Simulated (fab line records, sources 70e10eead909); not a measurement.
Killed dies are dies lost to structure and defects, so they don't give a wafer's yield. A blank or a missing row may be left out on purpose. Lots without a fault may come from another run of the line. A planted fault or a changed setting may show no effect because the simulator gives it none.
Chamber matching | flow nand_harc | NHARC_P_M0_ETCH_34 on rie_diel-02: 4 sister chambers
The step etches the open film in N2/H2, target depth 40 nm, overetch 12 nm, time 43.94 s. 18 wafers are shown with their chamber, then 8 later ones without.

WAFERS WITH THEIR CHAMBER
wafer  | chamber | showerhead_plenum_p_Torr (Torr) | drypump_motor_current_A (A) | rf_vpp_V (V)
L537.2 | 2       | 2.15                            | 6.40                        | 434
L537.3 | 0       | 1.88                            | 6.23                        | 425
L537.6 | 1       | 1.88                            | 6.05                        | 426
L538.2 | 2       | 2.15                            | 6.35                        | 434
L538.3 | 0       | 1.88                            | 6.26                        | 427
L538.6 | 1       | 1.88                            | 6.01                        | 426
L540.1 | 2       | 2.15                            | 6.40                        | 434
L540.4 | 1       | 1.88                            | 6.04                        | 426
L540.6 | 2       | 2.15                            | 6.41                        | 434
L544.3 | 2       | 2.15                            | 6.40                        | 432
L544.4 | 1       | 1.88                            | 6.06                        | 427
L544.6 | 0       | 1.88                            | 6.23                        | 427
L546.3 | 0       | 1.88                            | 6.21                        | 426
L546.5 | 0       | 1.88                            | 6.22                        | 426
L546.6 | 3       | 1.90                            | 5.60                        | 427
L548.2 | 0       | 1.87                            | 6.24                        | 426
L548.5 | 3       | 1.90                            | 5.62                        | 427
L548.6 | 0       | 1.88                            | 6.27                        | 426

SIGNATURES (means of the wafers above)
reading                  | chamber 0 | chamber 1 | chamber 2 | chamber 3 | scatter within a chamber
showerhead_plenum_p_Torr | 1.8786    | 1.8800    | 2.1500    | 1.9000    | 0.00247
drypump_motor_current_A  | 6.2371    | 6.0400    | 6.3920    | 5.6100    | 0.0217
rf_vpp_V                 | 426.14    | 426.25    | 433.60    | 427.00    | 0.697
Rule: a wafer's distance from a chamber is the root of the sum, over the readings, of the square of ((its reading less the chamber's mean) divided by the reading's scatter). The wafer belongs to the nearest chamber; if the next one is less than 2 further off, it can't be placed. The scatter: the root of (the sum of the squares of (reading less its chamber's mean) over the shown wafers, divided by (wafers less chambers)).

WAFERS WITHOUT THEIR CHAMBER
wafer  | showerhead_plenum_p_Torr (Torr) | drypump_motor_current_A (A) | rf_vpp_V (V)
L551.1 | 2.14                            | 6.38                        | 432
L551.2 | 1.90                            | 5.63                        | 426
L551.3 | 2.21                            | 6.02                        | 436
L556.4 | 2.21                            | 6.03                        | 434
L556.5 | 1.89                            | 5.62                        | 425
L555.4 | 2.21                            | 6.03                        | 436
L557.4 | 1.87                            | 6.21                        | 426
L557.6 | 2.14                            | 6.40                        | 434

WHICH CHAMBER EACH WENT THROUGH
wafer  | from the rows above | in truth
L551.1 | 2                   | 2
L551.2 | 3                   | 3
L551.3 | 2                   | 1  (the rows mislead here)
L556.4 | 2                   | 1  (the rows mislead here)
L556.5 | 3                   | 3
L555.4 | 2                   | 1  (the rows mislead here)
L557.4 | 0                   | 0
L557.6 | 2                   | 2
Placed correctly: 5 of 8. Can't be placed from these rows: 0. Placed wrongly: 3.
